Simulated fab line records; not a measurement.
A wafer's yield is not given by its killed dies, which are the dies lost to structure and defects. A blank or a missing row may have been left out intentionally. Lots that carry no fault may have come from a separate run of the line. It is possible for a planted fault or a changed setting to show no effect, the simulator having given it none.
fab line records ; flow nand_harc
record: lots: 7; wafers: 19; last_day: 33
route steps=1302 shown P_GATE@124 END@1302
lots untouched by any fault: they come from a run of this same line in which no faults occurred
start_h: hours from the record's first day to the start of the lot's first wafer shown ; wait_h: hours since the lot's step before ; " repeats the value in the row above ; L1.1+2: a single row standing in for several wafers ; - no value present, or no start provided ; * or withheld: withheld ; < > ~ a bound
route shown NAME@n: a module of which the file shows steps, and the number in the route of the first ; usual: average and standard deviation across the fault-free wafers ; same: alike in all rows ; chamber/n: place in a boat ; sites: the reading at each site ; _std_site: standard deviation across them ; _edge_site: mean of outer sites minus mean of inner sites ; radius_mm: how far each site lies from the wafer's centre ; mask NAME#n: copy n ; behind: the last tool/chamber to shape the wafer ; hold: why the lot was held/for how many hours/how that ended ; device: whichever transistor did not switch (one of n, p or np) ; end of line: tests of these same wafers at the route's end ; a step with no rows: only its recipe ; killed: at the first sort, the dies lost to defects and structure; wafer yield is something else ; map: a wafer's dies, x killed, . not, _ none there
set.NAME: the setting that was run; set.NAME@STEP: the one run at that earlier step ; model.NAME: the simulator's own value behind a step, which no gauge read
lots at some steps of the route; a table a step, a row a wafer
services: from which hour (start_h, from the record's first day; less than 0 if before it) a tool's chamber was out of use, for how many hours, and why
== steps ==
step: NHARC_P_GATE_DESCUM_13
recipe: time_s: 3; o2_flow_sccm: 200; ar_flow_sccm: 0; bias_power_w: 0; chemistry: O2
usual: drypump_motor_current_A: 5.6/0.39; oes_product_au: 1.001/0.011; rf_vpp_V: 58.1/0.91; showerhead_plenum_p_Torr: 1.96/0.086; throttle_valve_pct: 11.311/0.0087
same: bias_power_w: 0
lot.wafer;tool;chamber;start_h;wait_h;drypump_motor_current_A;oes_product_au;rf_hours_counter_h;rf_vpp_V;showerhead_plenum_p_Torr;throttle_valve_pct
L568.2;rie_diel-03;0;83.55;-;6.4;1.017;10;57.2;1.84;11.310
L568.1;rie_diel-03;2;83.55;-;5.4;0.983;8;57.8;1.87;11.318
L568.6;rie_diel-03;0;83.55;-;6.4;1.016;-;57.1;1.84;11.303
L572.3;rie_diel-03;3;116.66;-;5.7;0.993;0;58.0;2.06;11.302
L572.4;rie_diel-03;1;116.66;-;5.4;1.010;0;57.9;1.96;11.308
L572.5;rie_diel-03;3;116.66;-;5.7;0.985;-;57.4;2.06;11.314
L577.2;rie_diel-06;2;169.40;-;5.4;1.003;2;57.7;2.01;11.324
L577.4;rie_diel-06;3;169.40;-;5.6;0.997;3;58.2;2.05;11.315
L577.5;rie_diel-06;3;169.40;-;5.6;1.014;-;57.2;2.05;11.294
L579.4;rie_diel-11;2;189.89;-;5.1;1.001;7;57.9;2.06;11.309
L579.6;rie_diel-11;2;189.89;-;5.1;1.002;-;58.5;2.06;11.310
L580.4;rie_diel-03;0;198.55;-;6.4;1.010;3;57.7;1.84;11.318
L580.6;rie_diel-03;1;198.55;-;5.4;1.013;-;56.5;1.96;11.314
L581.3;rie_diel-06;1;230.24;-;6.1;1.012;6;58.6;2.04;11.300
L581.4;rie_diel-06;2;230.24;-;5.4;0.996;6;58.7;2.01;11.311
L581.1;rie_diel-06;3;230.24;-;5.6;0.995;6;58.6;2.05;11.310
L589.4;rie_diel-06;1;292.03;-;6.1;1.005;8;58.6;2.04;11.327
L589.2;rie_diel-06;2;292.03;-;5.5;0.995;9;57.9;2.01;11.317
L589.6;rie_diel-06;0;292.03;-;5.0;1.012;-;58.7;1.98;11.317
step: NHARC_P_GATE_ETCH_14
recipe: target_depth_a: 488; chemistry: dHF; material: SiO2
step: NHARC_P_GATE_STRIP_15
recipe: time_s: 780; temp_c: 130; chemistry: SPM
step: NHARC_P_GATE_PRECLEAN_71
recipe: time_s: *; temp_c: 50; bath_age_min: 0; chemistry: SC1
step: NHARC_P_GATE_SRD_72
step: NHARC_P_GATE_OXIDE_16
recipe: target_thk_a: 30; temp_c: 875; ox_time_s: 392; material: SiO2
step: NHARC_P_GATE_CVD_17
recipe: target_thk_a: 1500; temp_c: 620; time_s: 900; material: poly-Si
step: NHARC_P_GATE_HM_DEP_102
recipe: target_thk_a: 1200; temp_c: 400; material: aC
usual: throttle_valve_pct: 35.001/0.009
lot.wafer;tool;chamber;start_h;wait_h;throttle_valve_pct
L568.1;acl_dep-02;0;98.50;2.9;35.005
L568.2;acl_dep-02;0;98.50;2.9;34.994
L568.6;acl_dep-02;0;98.50;2.9;35.016
L572.3;acl_dep-01;0;129.04;0.6;34.999
L572.4;acl_dep-01;0;129.04;0.6;34.996
L572.5;acl_dep-01;0;129.04;0.6;35.000
L577.2;acl_dep-02;0;182.31;1.1;34.994
L577.4;acl_dep-02;0;182.31;1.1;35.017
L577.5;acl_dep-02;0;182.31;1.1;35.003
L579.4;acl_dep-01;0;207.29;5.2;34.982
L579.6;acl_dep-01;0;207.29;5.2;34.998
L580.4;acl_dep-02;0;213.05;2.3;35.014
L580.6;acl_dep-02;0;213.05;2.3;34.995
L581.1;acl_dep-03;0;242.55;0.5;35.009
L581.3;acl_dep-03;0;242.55;0.5;34.984
L581.4;acl_dep-03;0;242.55;0.5;35.001
L589.2;acl_dep-03;0;310.94;5.9;35.001
L589.4;acl_dep-03;0;310.94;5.9;34.987
L589.6;acl_dep-03;0;310.94;5.9;34.996
step: NHARC_P_GATE_DEP_103
recipe: target_thk_a: 300; target_thk_nm: 30; temp_c: 400; flow_sccm: 200; rf_w: 350; material: SiON
usual: heater_power_w: 802/74
lot.wafer;tool;chamber;start_h;wait_h;heater_power_w
L568.1;pecvd-03;1;99.23;0.6;740
L568.2;pecvd-03;2;99.23;0.6;702
L568.6;pecvd-03;1;99.23;0.6;737
L572.3;pecvd-03;1;129.49;0.3;708
L572.5;pecvd-03;1;129.49;0.3;694
L572.4;pecvd-03;2;129.49;0.3;751
L577.2;pecvd-03;0;182.92;0.5;806
L577.4;pecvd-03;2;182.92;0.5;854
L577.5;pecvd-03;0;182.92;0.5;827
L579.6;pecvd-02;2;207.72;0.1;733
L579.4;pecvd-02;1;207.72;0.1;761
L580.6;pecvd-01;0;213.49;0.1;880
L580.4;pecvd-01;1;213.49;0.1;741
L581.3;pecvd-02;0;243.24;0.4;805
L581.1;pecvd-02;1;243.24;0.4;821
L581.4;pecvd-02;2;243.24;0.4;835
L589.2;pecvd-02;0;311.52;0.5;820
L589.6;pecvd-02;2;311.52;0.5;894
L589.4;pecvd-02;0;311.52;0.5;810
step: NHARC_P_GATE_DEHYDRATE_18
recipe: temp_c: 150; time_s: 120
step: NHARC_P_GATE_HMDS_19
recipe: time_s: 30
step: NHARC_P_GATE_COAT_20
recipe: spin_rpm: 1500; resist_thk_nm: 90
step: NHARC_P_GATE_SOFTBAKE_21
recipe: temp_c: 105; time_s: 55
usual: heater_power_total_W: 188.44/0.14
lot.wafer;tool;chamber;start_h;wait_h;heater_power_total_W
L568.1;litho_track-01;0;99;-;188.61
L568.2;litho_track-01;0;99;-;188.42
L568.6;litho_track-01;0;99;-;188.55
L572.3;litho_track-06;0;129;-;188.34
L572.4;litho_track-06;0;129;-;188.57
L572.5;litho_track-06;0;129;-;188.65
L577.2;litho_track-01;0;183;-;188.33
L577.4;litho_track-01;0;183;-;188.64
L577.5;litho_track-01;0;183;-;207.85
L579.4;litho_track-01;0;207;-;188.45
L579.6;litho_track-01;0;207;-;207.95
L580.4;litho_track-01;0;213;-;188.53
L580.6;litho_track-01;0;213;-;207.97
L581.1;litho_track-06;0;243;-;188.68
L581.3;litho_track-06;0;243;-;188.76
L581.4;litho_track-06;0;243;-;188.28
L589.2;litho_track-06;0;311;-;188.39
L589.4;litho_track-06;0;311;-;188.67
L589.6;litho_track-06;0;311;-;188.28
step: NHARC_P_GATE_EBR_22
step: NHARC_END_SORT_01
recipe: temp_c: 25
usual: killed_at_array: 49/19; killed_at_other: 0.9/1.1; killed_at_periphery: 4.0/2.7; killed_dies: 54/19; killed_open: 3.3/1.8; killed_short: 2.6/1.6
same: gross_dies: 677
lot.wafer;tool;chamber;start_h;wait_h;killed_at_array;killed_at_other;killed_at_periphery;killed_dies;killed_open;killed_short
L572.3;prober-01;0;584.69;3.1;88;0;2;90;1;0
L572.4;prober-01;0;585.49;3.4;76;0;5;81;4;4
L572.5;prober-01;0;586.28;3.7;49;1;8;58;1;2
L568.1;prober-02;0;588.69;2.5;18;1;11;30;4;2
L568.2;prober-02;0;589.47;2.8;21;0;7;28;3;1
L568.6;prober-02;0;592.63;3.9;18;2;6;26;5;4
L577.2;prober-02;0;640.00;2.8;42;0;3;45;5;2
L577.4;prober-02;0;641.61;3.4;45;0;6;51;5;4
L577.5;prober-02;0;642.41;3.7;56;0;7;63;2;5
L579.6;prober-02;0;674.31;4.0;39;0;11;50;2;1
L580.6;prober-02;0;689.53;4.0;42;2;1;45;3;0
L581.1;prober-02;0;714.74;2.5;60;1;2;63;3;4
L581.3;prober-02;0;716.35;3.1;56;2;2;60;3;2
L581.4;prober-02;0;717.16;3.4;72;2;0;74;0;4
L589.2;prober-01;0;780.12;2.8;54;0;3;57;4;3
L589.4;prober-01;0;781.73;3.4;64;1;1;66;4;3
L589.6;prober-01;0;783.34;4.0;63;1;6;70;1;2
killed by level:class
L572.3 A_CHANNEL_HOLE_D2:chamber_film_flake=30 A_SLIT:chamber_film_flake=27 A_CHANNEL_HOLE_D1:chamber_film_flake=19 A_STAIRCASE:chamber_film_flake=7 A_CHANNEL_FILL_D2:chamber_film_flake=3 A_M0:geometric_particle:open=1 P_STI:chamber_film_flake=1 P_GATE:chamber_film_flake=1
L572.4 A_CHANNEL_HOLE_D1:chamber_film_flake=36 A_CHANNEL_HOLE_D2:chamber_film_flake=18 A_SLIT:chamber_film_flake=12 P_ZERO_WELL:chamber_film_flake=3 P_GATE:chamber_film_flake=2 A_STAIRCASE:chamber_film_flake=2 A_CHANNEL_HOLE_D1:geometric_particle:short=1 A_CHANNEL_FILL_D1:geometric_particle:short=1
L572.5 A_CHANNEL_HOLE_D2:chamber_film_flake=15 A_SLIT:chamber_film_flake=15 A_CHANNEL_HOLE_D1:chamber_film_flake=11 A_STAIRCASE:chamber_film_flake=4 P_ZERO_WELL:chamber_film_flake=3 P_STI:chamber_film_flake=2 P_GATE:chamber_film_flake=2 A_CONTACT:chamber_film_flake=2
L568.1 A_CHANNEL_HOLE_D2:chamber_film_flake=6 P_ZERO_WELL:chamber_film_flake=5 A_STAIRCASE:chamber_film_flake=3 P_STI:chamber_film_flake=2 P_GATE:chamber_film_flake=2 A_CONTACT:chamber_film_flake=2 P_M0:geometric_particle:open=1 A_DECK1_JOINT:geometric_particle:open=1
L568.2 A_CHANNEL_HOLE_D2:chamber_film_flake=8 A_CONTACT:chamber_film_flake=4 A_STAIRCASE:chamber_film_flake=3 P_ZERO_WELL:chamber_film_flake=2 P_BONDPAD:chamber_film_flake=2 A_CHANNEL_HOLE_D1:chamber_film_flake=2 P_M0:geometric_particle:open=1 A_ONON_D1:geometric_particle:open=1
L568.6 A_CHANNEL_HOLE_D2:chamber_film_flake=5 A_CONTACT:chamber_film_flake=4 P_GATE:chamber_film_flake=3 A_CHANNEL_HOLE_D1:chamber_film_flake=2 STARTING-WAFER:geometric_particle:short=2 P_M0:geometric_particle:open=1 A_DECK1_JOINT:geometric_particle:short=1 A_ONON_D2:geometric_particle:open=1
L577.2 A_CHANNEL_HOLE_D1:chamber_film_flake=19 A_CHANNEL_HOLE_D2:chamber_film_flake=10 A_CHANNEL_FILL_D2:chamber_film_flake=4 P_GATE:geometric_particle:open=1 P_CONTACT:geometric_particle:open=1 A_CHANNEL_FILL_D1:geometric_particle:open=1 A_ONON_D2:geometric_particle:short=1 A_CHANNEL_HOLE_D2:geometric_particle:open=1
L577.4 A_CHANNEL_HOLE_D1:chamber_film_flake=22 A_CHANNEL_HOLE_D2:chamber_film_flake=10 P_ZERO_WELL:chamber_film_flake=4 A_ONON_D2:geometric_particle:short=2 A_CHANNEL_FILL_D2:chamber_film_flake=2 A_CONTACT:chamber_film_flake=2 P_CONTACT:geometric_particle:open=1 P_M1:geometric_particle:short=1
L577.5 A_CHANNEL_HOLE_D1:chamber_film_flake=35 A_CHANNEL_HOLE_D2:chamber_film_flake=13 A_CHANNEL_FILL_D2:chamber_film_flake=4 P_ZERO_WELL:chamber_film_flake=3 P_CONTACT:geometric_particle:short=1 P_M0:geometric_particle:open=1 P_M1:geometric_particle:short=1 A_ONON_D2:geometric_particle:short=1
L579.6 A_CHANNEL_HOLE_D2:chamber_film_flake=20 P_CONTACT:chamber_film_flake=10 A_CHANNEL_HOLE_D1:chamber_film_flake=3 A_CHANNEL_FILL_D1:chamber_film_flake=3 A_BONDPAD:chamber_film_flake=3 A_STAIRCASE:chamber_film_flake=2 A_WL_FILL:chamber_film_flake=2 A_CHANNEL_FILL_D1:geometric_particle:open=1
L580.6 A_CHANNEL_HOLE_D1:chamber_film_flake=32 A_WL_FILL:chamber_film_flake=5 A_CHANNEL_FILL_D1:chamber_film_flake=3 THIN_TSV:chamber_film_flake=2 P_CONTACT:geometric_particle:open=1 A_CHANNEL_FILL_D1:geometric_particle:open=1 A_CHANNEL_HOLE_D2:geometric_particle:open=1
L581.1 A_CHANNEL_HOLE_D1:chamber_film_flake=19 A_SLIT:chamber_film_flake=17 A_CHANNEL_HOLE_D2:chamber_film_flake=12 A_CHANNEL_FILL_D1:geometric_particle:open=1 A_CHANNEL_FILL_D1:geometric_particle:short=1 A_CHANNEL_FILL_D2:geometric_particle:open=1 A_CHANNEL_FILL_D2:geometric_particle:short=1 A_WL_FILL:geometric_particle:short=1
L581.3 A_CHANNEL_HOLE_D1:chamber_film_flake=28 A_SLIT:chamber_film_flake=15 A_CHANNEL_HOLE_D2:chamber_film_flake=5 A_BLC:geometric_particle:open=2 THIN_TSV:chamber_film_flake=2 P_M0:geometric_particle:open=1 A_CHANNEL_HOLE_D1:geometric_particle:short=1 A_CHANNEL_FILL_D2:geometric_particle:short=1
L581.4 A_SLIT:chamber_film_flake=31 A_CHANNEL_HOLE_D1:chamber_film_flake=19 A_CHANNEL_HOLE_D2:chamber_film_flake=16 A_ONON_D1:geometric_particle:short=2 THIN_TSV:chamber_film_flake=2 A_SOURCE_PLATE:geometric_particle:short=1 A_SGD_CUT:geometric_particle:short=1 A_STAIRCASE:chamber_film_flake=1
L589.2 A_SLIT:chamber_film_flake=30 A_CHANNEL_HOLE_D1:chamber_film_flake=9 A_CONTACT:chamber_film_flake=8 P_GATE:chamber_film_flake=2 P_M0:geometric_particle:open=1 A_DECK1_JOINT:geometric_particle:short=1 A_ONON_D2:geometric_particle:open=1 A_CHANNEL_FILL_D2:geometric_particle:open=1
L589.4 A_SLIT:chamber_film_flake=35 A_CHANNEL_HOLE_D1:chamber_film_flake=12 A_CONTACT:chamber_film_flake=7 A_CHANNEL_FILL_D1:geometric_particle:open=2 A_CHANNEL_FILL_D1:geometric_particle:short=1 A_CHANNEL_FILL_D2:geometric_particle:short=1 A_STAIRCASE:geometric_particle:open=1 A_SGD_CUT:geometric_particle:open=1
L589.6 A_SLIT:chamber_film_flake=35 A_CHANNEL_HOLE_D1:chamber_film_flake=13 A_CONTACT:chamber_film_flake=10 P_GATE:chamber_film_flake=3 P_ZERO_WELL:chamber_film_flake=2 P_GATE:geometric_particle:short=1 A_CONTACT:geometric_particle:short=1 A_M0:geometric_particle:open=1
== services ==
tool;chamber;start_h;hours;kind
acl_dep-02;-;64.74;13.0;pm
acl_dep-03;-;90.75;1.1;repair
acl_dep-03;-;93.33;1.7;repair
rie_diel-03;-;104.31;9.0;pm
rie_diel-06;-;130.20;9.0;pm
litho_track-01;-;155.00;7.0;pm
rie_diel-03;1;155.32;20.9;repair
pecvd-03;0;169.78;5.7;repair
rie_diel-06;0;172.58;21.5;repair
pecvd-02;2;176.09;4.2;repair
litho_track-06;-;179.00;7.0;pm
pecvd-03;-;185.75;13.0;pm
rie_diel-06;-;207.70;0.2;repair
rie_diel-03;2;219.51;15.7;repair
rie_diel-03;-;219.99;0.7;repair
pecvd-02;-;227.02;13.0;pm
acl_dep-02;-;246.13;13.0;pm
pecvd-03;1;254.97;6.6;repair
rie_diel-06;0;268.43;4.0;repair
pecvd-02;1;269.22;14.4;repair
rie_diel-03;-;281.31;9.0;pm
rie_diel-06;-;307.20;9.0;pm
pecvd-02;-;307.47;1.5;repair
pecvd-03;-;309.30;0.9;repair
== key ==
first_sign: step: NHARC_P_GATE_SOFTBAKE_21; reading: heater_power_total_W; direction: up; sigmas: 99+; usual: *; struck: *
effect none on later readings
met_at NHARC_P_GATE_SOFTBAKE_21
struck_wafers L577.5,L579.6,L580.6
tester_left_out L577,L579,L580
onset_between 99 183
fault: kind: process_parameter_drift; tool: litho_track-01; chamber: -; onset_h: 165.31; steps: NHARC_P_GATE_SOFTBAKE_21; channel: time_s; offset: *; shape: step; end_h: 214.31; scope: struck_wafers_only; acts_in: *; stated: *
tester_left_out: of these lots the tester's yield and bins aren't shown, on N5 and GAA mostly nor the transistor test; their killed dies are dies lost to structure and defects alone, not to doping, threshold or leakage, so they don't give the yield
